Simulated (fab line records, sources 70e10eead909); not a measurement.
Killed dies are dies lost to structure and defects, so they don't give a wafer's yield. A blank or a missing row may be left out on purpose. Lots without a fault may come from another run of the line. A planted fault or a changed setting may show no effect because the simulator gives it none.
fab line records | flow nand_harc
record lots=12 wafers=36 last_day=24
route steps=1159 shown P_GATE@124 END@1159
lots that met no fault: from a run of the same line without faults
start_h: hours from the record's first day to the start of the lot's first wafer shown | wait_h: hours since the lot's step before | " the same as in the row above | L1.1+2: a row that stands for several wafers | - no value, or no start given | * or withheld: withheld | < > ~ a bound
route shown NAME@n: a module of which the file shows steps, and the number in the route of the first | usual: mean/standard deviation of fault-free wafers | same: alike in all rows | chamber/n: place in a boat | sites: the reading at each site | _std_site: their standard deviation | _edge_site: outer sites' mean less inner sites' | radius_mm: how far each site lies from the wafer's centre | mask NAME#n: copy n | behind: the tool/chamber that last shaped the wafer | hold: why the lot was held/for how many hours/how that ended | device: the transistor (n, p or np) that didn't switch | end of line: the same wafers' tests at the end of the route | a step without rows: its recipe alone | killed: dies lost to structure and defects at the first sort, not the wafer's yield | map: a wafer's dies, x killed, . not, _ none there
set.NAME: the setting as run; set.NAME@STEP: as run at that earlier step | model.NAME: the simulator's own value behind a step, which no gauge read
steps of the route over a sample of lots; a table a step, a row a wafer
services: from which hour (start_h, from the record's first day; less than 0 if before it) a tool's chamber was out of use, for how many hours, and why
## steps
# step NHARC_P_GATE_DESCUM_13
# recipe time_s=3 o2_flow_sccm=200 ar_flow_sccm=0 bias_power_w=0 chemistry=O2
# usual drypump_motor_current_A=5.81/0.26 oes_product_au=1.000/0.0079 rf_vpp_V=57.8/0.97 showerhead_plenum_p_Torr=1.90/0.078 throttle_valve_pct=11.310/0.0085
# columns lot.wafer tool chamber start_h wait_h drypump_motor_current_A oes_product_au rf_hours_counter_h rf_vpp_V showerhead_plenum_p_Torr throttle_valve_pct
L200.2 rie_diel-11 0 82.86 - 5.46 1.015 24 57.8 2.03 11.306
L200.1 " 2 " " 5.51 1.018 22 57.1 1.78 11.306
L200.5 " 0 " " 5.43 1.004 - 57.3 2.03 11.304
L201.4 rie_diel-01 2 91.01 - 5.70 1.006 40 59.9 1.85 11.301
L201.3 " 0 " " 6.37 1.000 43 58.9 2.01 11.317
L201.5 " 3 " " 5.77 1.003 - 58.4 1.92 11.305
L204.2 rie_diel-07 3 108.05 - 5.55 1.001 7 58.4 1.95 11.319
L204.1 " 0 " " 5.84 0.989 8 57.4 1.84 11.305
L204.6 " 3 " " 5.54 1.001 - 56.5 1.95 11.301
L203.1 rie_diel-11 3 108.29 - 5.72 1.008 33 58.9 1.83 11.317
L203.4 " 2 " " 5.47 0.995 32 57.2 1.78 11.312
L203.6 " 3 " " 5.72 1.003 - 55.7 1.83 11.299
L205.3 rie_diel-07 1 117.29 - 5.88 1.012 9 57.7 1.83 11.296
L205.1 " 2 " " 5.84 0.993 9 58.1 1.95 11.302
L205.6 " 0 " " 5.85 0.994 - 58.1 1.84 11.318
L213.1 rie_diel-07 3 164.14 - 5.56 0.987 19 58.7 1.95 11.316
L213.4 " 0 " " 5.85 0.999 19 57.9 1.84 11.321
L213.5 " 3 " " 5.56 0.982 - 59.0 1.95 11.316
L215.3 rie_diel-07 1 178.02 - 5.86 1.001 19 57.1 1.82 11.311
L215.1 " 2 " " 5.84 0.983 19 57.5 1.95 11.310
L215.5 " 3 " " 5.55 0.999 - 58.3 1.95 11.310
L216.2 rie_diel-07 1 178.17 - 5.87 1.004 19 56.9 1.82 11.306
L216.4 " 2 " " 5.82 0.991 19 56.3 1.95 11.307
L216.1 " 3 " " 5.55 0.985 20 59.1 1.95 11.326
L217.3 rie_diel-11 1 184.98 - 6.39 0.983 60 58.9 1.96 11.316
L217.1 " 2 " " 5.52 1.011 59 56.5 1.77 11.322
L217.2 " 3 " " 5.76 1.000 62 57.9 1.82 11.316
L218.1 rie_diel-07 3 193.27 - 5.55 1.000 22 57.5 1.94 11.320
L218.3 " 1 " " 5.89 1.005 21 57.5 1.82 11.298
L218.5 " 3 " " 5.55 1.004 - 59.1 1.94 11.307
L219.4 rie_diel-07 1 201.07 - 5.89 1.010 22 58.4 1.82 11.304
L219.2 " 2 " " 5.84 1.009 22 59.3 1.95 11.324
L219.5 " 1 " " 5.88 1.012 - 58.0 1.82 11.308
L220.4 rie_diel-01 1 207.08 - 5.91 0.992 23 57.5 1.79 11.320
L220.1 " 3 " " 5.76 1.003 25 56.9 1.90 11.315
L220.5 " 2 " " 5.71 1.000 - 57.9 1.84 11.317
# step NHARC_P_GATE_STRIP_101
# recipe time_s=20 o2_flow_sccm=500 ar_flow_sccm=0 bias_w=0 chemistry=O2
# usual drypump_motor_current_A=5.81/0.27 oes_product_au=0.999/0.0079 rf_vpp_V=57.7/0.9 showerhead_plenum_p_Torr=3.50/0.14 throttle_valve_pct=17.036/0.0094
# columns lot.wafer tool chamber start_h wait_h drypump_motor_current_A oes_product_au rf_hours_counter_h rf_vpp_V showerhead_plenum_p_Torr throttle_valve_pct
L200.2 rie_diel-01 2 108.80 0.4 5.71 1.008 45 57.2 3.42 17.033
L200.1 " 3 " " 5.78 0.999 49 58.3 3.53 17.044
L200.5 " 2 " " 5.72 1.001 - 58.5 3.42 17.033
L201.4 rie_diel-01 3 115.80 0.1 5.77 0.998 50 56.1 3.53 17.033
L201.3 " 1 " " 5.90 1.003 50 56.2 3.33 17.039
L201.5 " 2 " " 5.72 0.996 - 56.4 3.42 17.027
L204.2 rie_diel-07 1 137.21 0.1 5.90 1.011 11 57.2 3.38 17.062
L204.1 " 3 " " 5.55 1.006 11 57.7 3.59 17.054
L204.6 " 2 " " 5.86 0.998 - 58.9 3.59 17.049
L203.1 rie_diel-07 0 139.68 0.1 5.86 0.990 12 59.5 3.40 17.039
L203.6 " 3 " " 5.57 0.996 - 58.8 3.59 17.034
L203.4 " 0 " " 5.87 1.002 - 57.9 3.40 17.029
L205.1 rie_diel-11 3 144.07 0.7 5.75 1.002 45 57.3 3.38 17.039
L205.3 " 0 " " 5.44 0.994 45 58.0 3.72 17.045
L205.6 " 0 " " 5.45 0.996 - 58.4 3.72 17.042
L213.1 rie_diel-01 1 189.89 0.1 5.92 1.005 14 56.5 3.32 17.048
L213.4 " 3 " " 5.76 1.010 15 56.0 3.52 17.044
L213.5 " 2 " " 5.72 1.008 - 56.4 3.41 17.040
L216.4 rie_diel-11 2 202.63 0.1 5.49 1.004 1 58.5 3.81 17.028
L216.1 " 3 " " 5.74 1.003 1 57.2 3.37 17.028
L216.2 " 0 " " 5.45 1.006 1 58.4 3.71 17.049
L215.3 rie_diel-07 0 202.77 0.1 5.87 0.999 23 56.2 3.40 17.039
L215.1 " 1 " " 5.90 1.007 22 56.9 3.37 17.032
L215.5 " 0 " " 5.82 0.997 - 57.5 3.40 17.033
L217.3 rie_diel-07 1 210.05 0.1 5.92 0.996 24 57.2 3.37 17.047
L217.1 " 3 " " 5.57 0.989 24 58.9 3.58 17.043
L217.2 " 0 " " 5.84 0.999 25 57.7 3.40 17.037
L218.3 rie_diel-07 3 218.00 0.1 5.57 1.008 27 57.5 3.58 17.036
L218.1 " 0 " " 5.89 0.993 28 57.9 3.39 17.038
L218.5 " 2 " " 5.83 0.986 - 58.3 3.58 17.020
L219.2 rie_diel-11 2 226.73 0.1 5.49 0.994 12 60.0 3.80 17.037
L219.4 " 1 " " 6.43 0.992 12 57.6 3.60 17.018
L219.5 " 3 " " 5.75 0.996 - 56.7 3.36 17.033
L220.1 rie_diel-01 1 233.13 0.1 5.98 1.001 34 59.0 3.31 17.035
L220.4 " 3 " " 5.78 1.011 34 57.9 3.51 17.027
L220.5 " 1 " " 5.94 1.003 - 57.1 3.31 17.031
# step NHARC_P_GATE_EXPOSE_56
# recipe na=0.6 target_cd_nm=720 dose_mj=14.81 mask_id=P_PSD
# columns lot.wafer tool chamber start_h wait_h mask
L200.1+2+5 krf_scanner-04 0 111.25 - P_PSD#0
L201.3+4+5 krf_scanner-04 0 118.34 - P_PSD#0
L204.1+2+6 krf_scanner-03 0 139.86 - P_PSD#0
L203.1+4+6 krf_scanner-04 0 142.23 - P_PSD#0
L205.1+3+6 krf_scanner-03 0 146.59 - P_PSD_R1#0
L213.1+4+5 krf_scanner-03 0 192.71 - P_PSD#0
L216.1+2+4 krf_scanner-03 0 205.05 - P_PSD#0
L215.1+3+5 krf_scanner-03 0 205.36 - P_PSD#0
L217.1+2+3 krf_scanner-03 0 212.34 - P_PSD#0
L218.1+3+5 krf_scanner-03 0 220.27 - P_PSD#0
L219.2+4+5 krf_scanner-02 0 229.29 - P_PSD#0
L220.1+4+5 krf_scanner-03 0 235.55 - P_PSD#0
# step NHARC_P_GATE_CD_MEAS_59
# recipe target_cd_nm=720 landing_energy_ev=500
# usual cd_nm=719.7/1.1
# columns lot.wafer tool chamber start_h wait_h cd_nm
L200.1 cd_sem-03 0 111.41 - 719.4
L200.2 " 0 " " 721.6
L200.5 " 0 " " 719.9
L201.3 cd_sem-01 0 118.49 - 720.5
L201.4 " 0 " " 719.9
L201.5 " 0 " " 719.3
L204.1 cd_sem-01 0 140.02 - 720.5
L204.2 " 0 " " 719.6
L204.6 " 0 " " 719.4
L203.1 cd_sem-03 0 142.39 - 720.0
L203.4 " 0 " " 718.9
L203.6 " 0 " " 719.7
L205.1 cd_sem-02 0 146.75 - 845.1
L205.3 " 0 " " 844.6
L205.6 " 0 " " 843.9
L213.1 cd_sem-03 0 192.86 - 719.1
L213.4 " 0 " " 721.4
L213.5 " 0 " " 721.5
L216.1 cd_sem-01 0 205.21 - 719.4
L216.2 " 0 " " 719.6
L216.4 " 0 " " 722.6
L215.1 cd_sem-02 0 205.52 - 719.0
L215.3 " 0 " " 717.8
L215.5 " 0 " " 718.9
L217.1 cd_sem-03 0 212.49 - 719.8
L217.2 " 0 " " 720.6
L217.3 " 0 " " 720.3
L218.1 cd_sem-03 0 220.44 - 720.2
L218.3 " 0 " " 721.4
L218.5 " 0 " " 721.4
L219.2 cd_sem-03 0 229.45 - 719.1
L219.4 " 0 " " 718.8
L219.5 " 0 " " 718.3
L220.1 cd_sem-03 0 235.72 - 718.2
L220.4 " 0 " " 720.0
L220.5 " 0 " " 718.3
# step NHARC_P_GATE_RTA_64
# recipe temp_c=1050 time_s=1
# usual lamp_power_pct=34.0/2.1 lamp_zone_5_pct=34.0/2.1 wafer_temp_C_max=1056.4/1.2
# columns lot.wafer tool chamber start_h wait_h lamp_power_pct lamp_zone_5_pct wafer_temp_C_max
L200.1 rtp_anneal-02 0 114.95 - 32.4 32.4 1058.3
L200.2 " 0 " " 32.4 32.3 1056.7
L200.5 " 0 " " 32.4 32.4 1055.6
L201.3 rtp_anneal-02 0 122.05 - 32.3 32.3 1055.3
L201.4 " 0 " " 32.4 32.3 1056.4
L201.5 " 0 " " 32.4 32.4 1056.3
L204.1 rtp_anneal-02 0 143.61 - 32.4 32.4 1056.3
L204.2 " 0 " " 32.3 32.4 1056.0
L204.6 " 0 " " 32.4 32.4 1055.3
L203.1 rtp_anneal-01 0 146.09 - 36.8 36.7 1055.8
L203.4 " 0 " " 36.8 36.8 1055.4
L203.6 " 0 " " 36.7 36.7 1055.5
L205.1 rtp_anneal-02 0 150.37 - 32.3 32.3 1056.4
L205.3 " 0 " " 32.3 32.4 1057.7
L205.6 " 0 " " 32.3 32.4 1056.5
L213.1 rtp_anneal-02 0 196.38 - 32.4 32.4 1055.6
L213.4 " 0 " " 32.4 32.3 1056.6
L213.5 " 0 " " 32.4 32.4 1056.9
L216.1 rtp_anneal-01 0 208.73 - 36.6 36.7 1055.9
L216.2 " 0 " " 36.7 36.7 1055.5
L216.4 " 0 " " 36.7 36.7 1053.8
L215.1 rtp_anneal-02 0 209.30 - 32.3 32.4 1058.3
L215.3 " 0 " " 32.4 32.4 1055.7
L215.5 " 0 " " 32.4 32.4 1057.6
L217.1 rtp_anneal-01 0 216.18 - 36.7 36.7 1055.9
L217.2 " 0 " " 36.7 36.7 1055.4
L217.3 " 0 " " 36.7 36.7 1054.8
L218.1 rtp_anneal-02 0 223.84 - 32.4 32.4 1057.8
L218.3 " 0 " " 32.4 32.3 1057.3
L218.5 " 0 " " 32.4 32.3 1056.2
L219.2 rtp_anneal-01 0 233.90 - 36.8 36.8 1055.6
L219.4 " 0 " " 36.8 36.7 1055.6
L219.5 " 0 " " 36.8 36.7 1057.5
L220.1 rtp_anneal-02 0 239.34 - 32.3 32.3 1056.4
L220.4 " 0 " " 32.4 32.3 1056.5
L220.5 " 0 " " 32.3 32.3 1056.6
# step NHARC_END_SORT_01
# recipe temp_c=25
# usual killed_at_array=28/11 killed_at_other=0.8/1.3 killed_at_periphery=3.6/2.5 killed_dies=32/11 killed_open=3.0/1.8 killed_short=2.0/1.5
# same gross_dies=677
# columns lot.wafer tool chamber start_h wait_h killed_at_array killed_at_other killed_at_periphery killed_dies killed_open killed_short
L205.1 prober-01 0 493.05 2.5 11 0 318 329 1 1
L205.3 prober-01 0 494.65 3.1 7 0 314 321 1 1
L205.6 prober-01 0 497.04 4.0 14 0 288 302 2 1
# killed by level:class
L205.1 P_GATE:area_expose=314 A_STAIRCASE:chamber_film_flake=5 P_GATE:chamber_film_flake=3 A_CHANNEL_HOLE_D1:chamber_film_flake=3 A_CHANNEL_FILL_D1:geometric_particle:open=1 A_BLC:geometric_particle:short=1 P_STI:chamber_film_flake=1 A_CONTACT:chamber_film_flake=1
L205.3 P_GATE:area_expose=310 A_CONTACT:chamber_film_flake=3 A_CONTACT:geometric_particle:short=1 A_M1:geometric_particle:open=1 P_STI:chamber_film_flake=1 P_GATE:chamber_film_flake=1 P_M2:chamber_film_flake=1 P_BONDPAD:chamber_film_flake=1
L205.6 P_GATE:area_expose=287 A_CHANNEL_HOLE_D1:chamber_film_flake=7 A_CONTACT:chamber_film_flake=2 A_ONON_D1:geometric_particle:open=1 A_CHANNEL_FILL_D1:geometric_particle:short=1 A_SLIT:geometric_particle:open=1 P_GATE:chamber_film_flake=1 A_STAIRCASE:chamber_film_flake=1
## services
# columns tool chamber start_h hours kind
rie_diel-07 0 60.20 - clean
rie_diel-07 1 60.20 - clean
rie_diel-07 2 60.20 - clean
rie_diel-07 3 60.20 - clean
rie_diel-07 0 84.70 - clean
rie_diel-07 1 84.70 - clean
rie_diel-07 2 84.70 - clean
rie_diel-11 1 101.57 2.8 repair
rie_diel-01 2 103.92 1.3 repair
krf_scanner-04 - 126.00 4.0 pm
rie_diel-01 1 126.44 1.3 repair
rie_diel-07 1 137.77 4.4 repair
rie_diel-01 - 137.83 9.0 pm
krf_scanner-03 - 168.00 4.0 pm
rie_diel-07 2 172.16 5.7 repair
rie_diel-11 2 176.26 7.8 repair
rie_diel-01 0 178.42 4.6 repair
rie_diel-11 - 189.50 9.0 pm
krf_scanner-04 - 197.09 28.2 repair
krf_scanner-03 - 199.47 0.5 repair
rie_diel-01 0 200.03 4.9 repair
krf_scanner-02 - 210.00 4.0 pm
rie_diel-07 - 228.20 9.0 pm
rie_diel-01 3 229.49 2.7 repair
## key
first_sign step=NHARC_P_GATE_EXPOSE_56 reading=mask direction=changed
effect step=NHARC_P_GATE_CD_MEAS_59 reading=cd_nm direction=up sigmas=99+ usual=719.7 struck=844.5
effect step=NHARC_END_SORT_01 reading=killed_at_periphery direction=up sigmas=99+ usual=3.6 struck=306.7
more_kills_born_at NHARC_P_GATE_EXPOSE_56@krf_scanner-03=911
met_at NHARC_P_GATE_EXPOSE_56
struck_lots L205
tester_left_out L205
not_acting_at NHARC_P_GATE_DESCUM_13,NHARC_P_GATE_STRIP_101,NHARC_P_GATE_RTA_64
onset_between 139.86 146.59
fault kind=wrong_mask tool=any chamber=- onset_h=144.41 steps=NHARC_P_GATE_EXPOSE_56 aux_copy=P_PSD_R1#0 cd_offset_nm=123.41 scope=struck_lots_only
# tester_left_out: of these lots the tester's yield and bins aren't shown, on N5 and GAA mostly nor the transistor test; their killed dies are dies lost to structure and defects alone, not to doping, threshold or leakage, so they don't give the yield
